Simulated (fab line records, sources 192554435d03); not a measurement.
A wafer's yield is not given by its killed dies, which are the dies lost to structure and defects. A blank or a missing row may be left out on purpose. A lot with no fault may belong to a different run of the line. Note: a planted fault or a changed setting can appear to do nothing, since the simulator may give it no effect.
fab line records | flow n5Finfet | part 2 of 2: steps 15 to 15 of 15
record: lots: 7 wafers: 21 lastDay: 17
route steps=1938 shown BEOL_M15@1819 PASS1_DEP@1831 MIM_BOT@1832 PASSIVATION@1936
lots untouched by any fault: they come from a run of this same line in which no faults occurred
startH: hours from the record's first day to the start of the lot's first wafer shown | waitH: hours from the lot's prior step to this one | " same as the row above | L1.1+2: a row that stands for several wafers | - no value, or no start was given | * or withheld: withheld | < > ~ a bound
route shown NAME@n: names a module that has steps shown in the file, with the first one's number in the route | usual: mean/standard deviation of fault-free wafers | same: alike in all rows | chamber/n: place in a boat | sites: per-site readings | _std_site: the standard deviation of these | _edge_site: mean of outer sites minus mean of inner sites | radiusMm: how far each site lies from the wafer's centre | mask NAME#n: copy n | behind: the tool/chamber that last shaped the wafer | hold: why the lot was held/for how many hours/how that ended | device: which transistor (n, p or np) failed to switch | end of line: tests of these same wafers at the route's end | where a step has no rows: the recipe by itself | killed: at the first sort, the dies lost to defects and structure; wafer yield is something else | map: the dies of a wafer, with x for killed, . for not killed, _ for no die there
set.NAME: the setting that was run; set.NAME@STEP: the one run at that earlier step | model.NAME: the simulator's own value behind a step, which no gauge read
lots at selected steps of the route; one table per step, one row per wafer
services: a tool's chamber out of use, with start hour (startH, from the record's first day; less than 0 if before it), hours out, and reason
== steps ==
step: N5_PASSIVATION_PROBE_49
usual: defectLimitedYield: 90.9/1.5 killed_at_M0_to_M3: 36/10 killed_at_M4_up: 13/5.5 killedAtContacts: 12/5.6 killedAtFrontEnd: 42/12 killedAtOther: 4/3.2 killedDies: 108/18 killedOnRim: 15/4.1 killedOpen: 71/13 killedShort: 34/7.8 sort_bin_5_function: 5.4/1 sort_bin_6_memory: 3.4/0.68 sortNPass: 1072/18 sortYieldPct: 90.9/1.5
same: grossDies: 1180 killedAtBackSide: 0 sort_bin_4_leakage[%]: 0 sort_bin_8_speed[%]: 0
columns lot.wafer tool chamber startH waitH defectLimitedYield[%] killed_at_M0_to_M3 killed_at_M4_up killedAtContacts killedAtFrontEnd killedAtOther killedDies killedOnRim killedOpen killedShort sort_bin_5_function[%] sort_bin_6_memory[%] sortNPass sortYieldPct[%]
L687.3 prober-02 - 283.44 0.1 89.7 36 25 10 48 2 121 17 75 46 6.5 3.3 1059 89.7
L687.5 prober-02 - 283.54 0.2 88.9 34 16 12 59 10 131 14 100 29 5.9 4.7 1049 88.9
L687.6 prober-02 - 283.59 0.3 91.3 26 11 21 32 13 103 10 69 34 4.1 4.4 1077 91.3
L688.2 prober-02 - 289.21 0.1 90.8 27 10 11 59 1 108 7 73 34 4.9 3.9 1072 90.8
L688.3 prober-02 - 289.26 0.1 90.8 37 14 6 49 3 109 15 78 31 5.4 3.6 1071 90.8
L688.5 prober-02 - 289.36 0.2 92.4 30 12 7 40 1 90 12 53 36 4.1 3.1 1090 92.4
L697.2 prober-01 - 355.19 0.1 92.3 30 2 14 39 6 91 15 54 36 4.3 2.9 1089 92.3
L697.3 prober-01 - 355.24 0.1 92.2 25 15 12 37 3 92 13 62 30 4.5 3.0 1088 92.2
L697.4 prober-01 - 355.29 0.2 92.4 27 13 19 31 0 90 11 63 26 4.2 3.1 1090 92.4
L700.1 prober-01 - 373.41 0.0 90.5 49 18 14 30 1 112 15 74 37 4.9 4.0 1068 90.5
L700.4 prober-01 - 373.56 0.2 92.5 37 17 6 24 5 89 9 55 32 4.7 2.6 1091 92.5
L700.6 prober-01 - 373.66 0.3 91.6 32 12 5 48 2 99 18 63 33 4.7 3.5 1081 91.6
L698.2 prober-01 - 376.71 0.1 90.6 27 16 11 53 4 111 15 75 36 5.8 3.2 1069 90.6
L698.5 prober-01 - 376.86 0.2 90.0 42 6 19 47 4 118 11 81 34 5.6 3.9 1062 90.0
L698.6 prober-01 - 376.91 0.3 91.2 37 7 3 57 0 104 12 68 30 5.9 2.4 1076 91.2
L699.2 prober-01 - 385.75 0.1 93.0 17 16 5 35 10 83 11 52 31 4.3 2.5 1097 93.0
L699.3 prober-01 - 385.80 0.1 91.5 37 14 6 41 2 100 17 69 29 4.6 3.7 1080 91.5
L699.6 prober-01 - 385.95 0.3 91.2 38 12 9 43 2 104 15 66 35 5.3 3.0 1076 91.2
L703.1 prober-01 - 399.11 0.0 91.5 29 4 17 37 13 100 12 63 36 4.6 3.6 1080 91.5
L703.2 prober-01 - 399.16 0.1 90.5 53 9 10 32 8 112 12 74 38 5.6 3.5 1068 90.5
L703.5 prober-01 - 399.31 0.2 89.7 38 13 18 47 6 122 13 85 37 5.8 4.4 1058 89.7
killed by level:class
L687.3 FIN_SAQP:geometricParticle:open=13 BEOL_M0_SAQP:geometricParticle:short=11 BEOL_M4:geometricParticle:open=10 BEOL_M2:geometricParticle:open=9 MOL_CONTACT_COAG:geometricParticle:open=8 GATE_CUT:geometricParticle:short=7 BEOL_M0_SAQP:geometricParticle:open=7 STI_FIN_REVEAL:geometricParticle:open=6
L687.5 FIN_SAQP:geometricParticle:open=28 STI_FIN_REVEAL:geometricParticle:open=10 BEOL_M1:geometricParticle:open=10 BEOL_M2:geometricParticle:open=10 BEOL_M4:geometricParticle:open=8 MOL_CONTACT_COAG:geometricParticle:open=7 PAD_METAL:geometricParticle:open=6 FIN_SAQP:geometricParticle:short=5
L687.6 MOL_CONTACT_COAG:geometricParticle:open=18 FIN_SAQP:geometricParticle:open=11 PAD_METAL:geometricParticle:short=8 BEOL_M0_SAQP:geometricParticle:open=5 BEOL_M0_SAQP:geometricParticle:short=5 BEOL_M2:geometricParticle:open=5 PAD_METAL:geometricParticle:open=5 STI_FIN_REVEAL:geometricParticle:open=4
L688.2 FIN_SAQP:geometricParticle:open=16 FIN_SAQP:geometricParticle:short=13 STI_FIN_REVEAL:geometricParticle:open=11 BEOL_M0_SAQP:geometricParticle:open=10 MOL_CONTACT_COAG:geometricParticle:open=8 BEOL_M0_SAQP:geometricParticle:short=6 GATE_CUT:geometricParticle:open=4 BEOL_M1:geometricParticle:open=4
L688.3 STI_FIN_REVEAL:geometricParticle:open=15 BEOL_M0_SAQP:geometricParticle:short=8 BEOL_M1:geometricParticle:open=8 FIN_SAQP:geometricParticle:open=7 DUMMY_GATE:geometricParticle:open=7 BEOL_M3:geometricParticle:open=7 FIN_SAQP:geometricParticle:short=6 BEOL_M4:geometricParticle:open=6
L688.5 STI_FIN_REVEAL:geometricParticle:open=8 BEOL_M0_SAQP:geometricParticle:short=8 FIN_SAQP:geometricParticle:short=5 DUMMY_GATE:geometricParticle:open=5 BEOL_M0_SAQP:geometricParticle:open=5 BEOL_M2:geometricParticle:open=5 BEOL_M3:geometricParticle:open=5 FIN_SAQP:geometricParticle:open=4
L697.2 FIN_SAQP:geometricParticle:open=11 MOL_CONTACT_COAG:geometricParticle:open=11 GATE_CUT:geometricParticle:short=8 BEOL_M0_SAQP:geometricParticle:short=7 STI_FIN_REVEAL:geometricParticle:open=6 BEOL_M1:geometricParticle:open=6 BEOL_M2:geometricParticle:open=6 BEOL_M3:geometricParticle:open=4
L697.3 MOL_CONTACT_COAG:geometricParticle:open=10 FIN_SAQP:geometricParticle:open=9 FIN_SAQP:geometricParticle:short=8 BEOL_M3:geometricParticle:open=8 BEOL_M1:geometricParticle:open=5 GATE_CUT:geometricParticle:short=5 BEOL_M4:geometricParticle:open=5 STARTING-WAFER:geometricParticle:open=4
L697.4 MOL_CONTACT_COAG:geometricParticle:open=15 BEOL_M2:geometricParticle:open=10 FIN_SAQP:geometricParticle:open=8 FIN_SAQP:geometricParticle:short=6 BEOL_M4:geometricParticle:open=6 GATE_CUT:geometricParticle:short=5 BEOL_M3:geometricParticle:open=5 MOL_CONTACT_COAG:geometricParticle:short=4
L700.1 BEOL_M0_SAQP:geometricParticle:open=16 BEOL_M0_SAQP:geometricParticle:short=10 MOL_CONTACT_COAG:geometricParticle:open=10 BEOL_M2:geometricParticle:open=9 STI_FIN_REVEAL:geometricParticle:open=8 BEOL_M4:geometricParticle:open=7 STARTING-WAFER:geometricParticle:short=6 BEOL_M2:geometricParticle:short=5
L700.4 BEOL_M0_SAQP:geometricParticle:short=9 BEOL_M0_SAQP:geometricParticle:open=9 BEOL_M3:geometricParticle:open=9 BEOL_M2:geometricParticle:open=6 FIN_SAQP:geometricParticle:short=5 STI_FIN_REVEAL:geometricParticle:open=5 MOL_CONTACT_COAG:geometricParticle:open=5 FIN_SAQP:geometricParticle:open=4
L700.6 FIN_SAQP:geometricParticle:open=12 FIN_SAQP:geometricParticle:short=8 BEOL_M0:geometricParticle:open=8 BEOL_M0_SAQP:geometricParticle:short=7 BEOL_M0_SAQP:geometricParticle:open=6 MOL_CONTACT_COAG:geometricParticle:open=5 STARTING-WAFER:geometricParticle:open=5 DUMMY_GATE:geometricParticle:open=4
L698.2 STI_FIN_REVEAL:geometricParticle:open=21 BEOL_M0_SAQP:geometricParticle:short=12 FIN_SAQP:geometricParticle:open=11 BEOL_M4:geometricParticle:open=9 MOL_CONTACT_COAG:geometricParticle:open=6 BEOL_M0_SAQP:geometricParticle:open=6 MOL_CONTACT_COAG:geometricParticle:short=5 BEOL_M1:geometricParticle:open=5
L698.5 MOL_CONTACT_COAG:geometricParticle:open=16 BEOL_M0_SAQP:geometricParticle:short=14 FIN_SAQP:geometricParticle:open=13 BEOL_M0_SAQP:geometricParticle:open=8 FIN_SAQP:geometricParticle:short=7 BEOL_M1:geometricParticle:open=7 STI_FIN_REVEAL:geometricParticle:open=7 BEOL_M2:geometricParticle:open=7
L698.6 FIN_SAQP:geometricParticle:open=13 STI_FIN_REVEAL:geometricParticle:open=11 FIN_SAQP:geometricParticle:short=10 BEOL_M1:geometricParticle:open=9 BEOL_M0_SAQP:geometricParticle:open=7 BEOL_M1:geometricParticle:short=6 BEOL_M3:geometricParticle:open=5 BEOL_M2:geometricParticle:open=5
L699.2 BEOL_M0_SAQP:geometricParticle:short=7 BEOL_M4:geometricParticle:short=6 PAD_METAL:geometricParticle:open=6 GATE_CUT:geometricParticle:open=5 MOL_CONTACT_COAG:geometricParticle:open=5 BEOL_M0_SAQP:geometricParticle:open=5 BEOL_M4:geometricParticle:open=5 FIN_SAQP:geometricParticle:open=4
L699.3 FIN_SAQP:geometricParticle:open=17 BEOL_M2:geometricParticle:open=9 BEOL_M3:geometricParticle:open=7 GATE_CUT:geometricParticle:short=7 BEOL_M0_SAQP:geometricParticle:open=7 MOL_CONTACT_COAG:geometricParticle:open=6 BEOL_M1:geometricParticle:open=6 FIN_SAQP:geometricParticle:short=3
L699.6 BEOL_M2:geometricParticle:open=14 SPACER0:geometricParticle:short=7 GATE_CUT:geometricParticle:open=7 DUMMY_GATE:geometricParticle:open=6 MOL_CONTACT_COAG:geometricParticle:open=6 BEOL_M0_SAQP:geometricParticle:open=5 BEOL_M0_SAQP:geometricParticle:short=5 FIN_SAQP:geometricParticle:short=4
L703.1 FIN_SAQP:geometricParticle:open=11 MOL_CONTACT_COAG:geometricParticle:open=10 FIN_SAQP:geometricParticle:short=8 BEOL_M0_SAQP:geometricParticle:short=8 MOL_CONTACT_COAG:geometricParticle:short=7 BEOL_M1:geometricParticle:open=5 BEOL_M2:geometricParticle:open=5 BEOL_M0_SAQP:geometricParticle:open=4
L703.2 BEOL_M0_SAQP:geometricParticle:short=18 BEOL_M1:geometricParticle:open=13 BEOL_M0_SAQP:geometricParticle:open=8 MOL_CONTACT_COAG:geometricParticle:open=8 FIN_SAQP:geometricParticle:open=5 STI_FIN_REVEAL:geometricParticle:open=5 MIM_TOP_ETCH:geometricParticle:open=5 BEOL_M2:geometricParticle:open=5
L703.5 FIN_SAQP:geometricParticle:open=15 MOL_CONTACT_COAG:geometricParticle:open=15 FIN_SAQP:geometricParticle:short=10 BEOL_M3:geometricParticle:open=9 BEOL_M4:geometricParticle:open=7 BEOL_M2:geometricParticle:open=7 DUMMY_GATE:geometricParticle:open=6 BEOL_M0_SAQP:geometricParticle:short=6
== services ==
columns tool chamber startH hours kind
cmp-01 - 269.35 1.0 repair
pvdSputter-02 - 279.52 3.8 repair
cmp-02 - 288.05 1.8 repair
pecvd-01 - 289.64 1.0 repair
pecvd-04 1 298.99 6.2 repair
cmp-04 - 303.32 4.0 pm
pecvd-04 2 303.65 2.1 scheduledDown
cmp-02 - 304.67 2.7 repair
cmp-04 - 307.32 - consumableReplace:conditioner
cmp-04 - 307.32 - consumableReplace:pad
pecvd-02 1 316.06 2.1 scheduledDown
pecvd-04 1 317.58 4.5 repair
pvdSputter-01 - 320.04 19.6 repair
pecvd-04 1 327.41 2.1 scheduledDown
cmp-02 - 338.04 3.0 repair
cmp-01 - 340.63 5.8 pm
pecvd-03 2 351.75 2.1 scheduledDown
pvdSputter-01 - 354.53 5.4 repair
pecvd-01 2 357.44 5.5 scheduledDown
cmp-02 - 357.57 2.0 repair
pecvd-03 0 357.77 12.8 repair
cmp-04 - 368.99 1.0 repair
cmp-01 - 371.83 0.4 repair
